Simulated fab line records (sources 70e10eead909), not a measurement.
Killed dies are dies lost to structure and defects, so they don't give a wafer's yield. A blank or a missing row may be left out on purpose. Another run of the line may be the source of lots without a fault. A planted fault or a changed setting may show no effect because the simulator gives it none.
A lot that was struck, set against a sound lot :: flow nandHarc :: 15 steps out of a route of 1302
Sound: wafers L253.2, L253.4, L253.6. Struck: wafer L268.5 (L268.1, L268.3, from the same lot, were not struck and are left out); the cause is given at the end.
For every step that has rows: the tool of each side, followed by ch and its chambers, followed by its first start. Under that, the readings that differ: sound wafers :: struck wafers :: difference of the means :: sigmas: that difference in standard deviations of wafers without a fault.
alike: a reading whose means differ by less than 2 such deviations, as well as words and numbers matching on both sides. not compared: withheld readings; readings where some wafer has no value; bounds like >300 that might hide an equal value; numbers whose values overlap and for which the record gives no deviation.
A row with sigmas, a row that says differs or no value, or rows on one side alone: a step with any of these is where the two part. Non-overlapping numbers with no deviation appear without sigmas and do not part them. A reading missing from all wafers of one side parts the sides only when that side holds two or more wafers.

first, 2 steps without rows for these wafers: NHARC_A_CHANNEL_HOLE_D1_STRIP_43 (strips in O2/COS); NHARC_A_CHANNEL_HOLE_D1_ETCH_44 (etches the open film in CF4/O2, target depth 140 nm, overetch 14 nm, time 77 s).
NHARC_A_CHANNEL_HOLE_D1_STRIP_27: strips in O2.
  sound: rieDiel-07 ch 0,3; struck: rieDiel-07 ch 0
  alike: drypumpMotorCurrentA, oesProductAu, rfVppV, showerheadPlenumPTorr, throttleValvePct
  not compared: rfHoursCounterH
then, 2 steps without rows for these wafers: NHARC_A_CHANNEL_HOLE_D1_PRECLEAN_28 (cleans in SC1); NHARC_A_CHANNEL_HOLE_D1_SRD_29.
NHARC_A_CHANNEL_HOLE_D1_CD_MEAS_30:
  struck on cdSem-02, day 17 04:37; sound on cdSem-03, day 10 21:22
  alike: cdNm
NHARC_A_CHANNEL_HOLE_D1_XSEM_31:
  sound on xsem-02 ch 0, day 10 21:28; struck on xsem-01 ch 0, day 17 04:42
  alike: botCdNm, bowNm, tiltDeg
NHARC_A_CHANNEL_HOLE_D1_INSPECT_40:
  struck on defectInspect-02, day 17 04:48; sound on defectInspect-01, day 10 21:34
  alike: rawDefectCount
then, 2 steps without rows for these wafers: NHARC_A_CHANNEL_FILL_D1_PRECLEAN_00 (cleans in SC1); NHARC_A_CHANNEL_FILL_D1_SRD_01.
NHARC_A_CHANNEL_FILL_D1_ALD_02: deposits SiO2, target thk 6 nm, pulse time 10 s, ald cycles 60.
  sound on aldHk-04 ch 1,2,3, day 10 21:46; struck on aldHk-03 ch 3, day 17 05:09
  alike: heaterPowerOuterW, heaterPowerW, precursorPulseHeightRel
  not compared: aldCycles
NHARC_A_CHANNEL_FILL_D1_ALD_03: deposits SiNx, target thk 6 nm, pulse time 60 s, ald cycles 58.
  sound: aldSinBatch-02 ch 0; struck: aldSinBatch-03 ch 0
  alike: precursorPulseHeightRel
  not compared: aldCycles
NHARC_A_CHANNEL_FILL_D1_ALD_14: deposits SiO2, target thk 2.5 nm, pulse time 10 s, ald cycles 25.
  sound on aldHk-04 ch 2,3, day 11 03:58; struck on aldHk-04 ch 2, day 17 12:35
reading: aldCycles
sound: 25 25 25
struck: 28
difference: +3
sigmas: 
  alike: heaterPowerOuterW, heaterPowerW, precursorPulseHeightRel
NHARC_A_CHANNEL_FILL_D1_ALD_15: deposits SiNx, target thk 2 nm, pulse time 60 s, ald cycles 19.
  sound: aldSinBatch-02 ch 0; struck: aldSinBatch-02 ch 0
  alike: precursorPulseHeightRel
  not compared: aldCycles
-- break in the record here, with 15 days between the starts of the struck wafers on either side (left off in module A_CHANNEL_FILL_D1, picked up again in module END, where the first step shown is number 1302 on the route) --
NHARC_END_SORT_01:
  here the record holds rows for the struck wafers (prober-02 ch 0, day 33 00:07) but none for the sound ones

== WHERE THEY PART ==
Only at NHARC_END_SORT_01, within this record.

WHY: what had been put in by the simulator
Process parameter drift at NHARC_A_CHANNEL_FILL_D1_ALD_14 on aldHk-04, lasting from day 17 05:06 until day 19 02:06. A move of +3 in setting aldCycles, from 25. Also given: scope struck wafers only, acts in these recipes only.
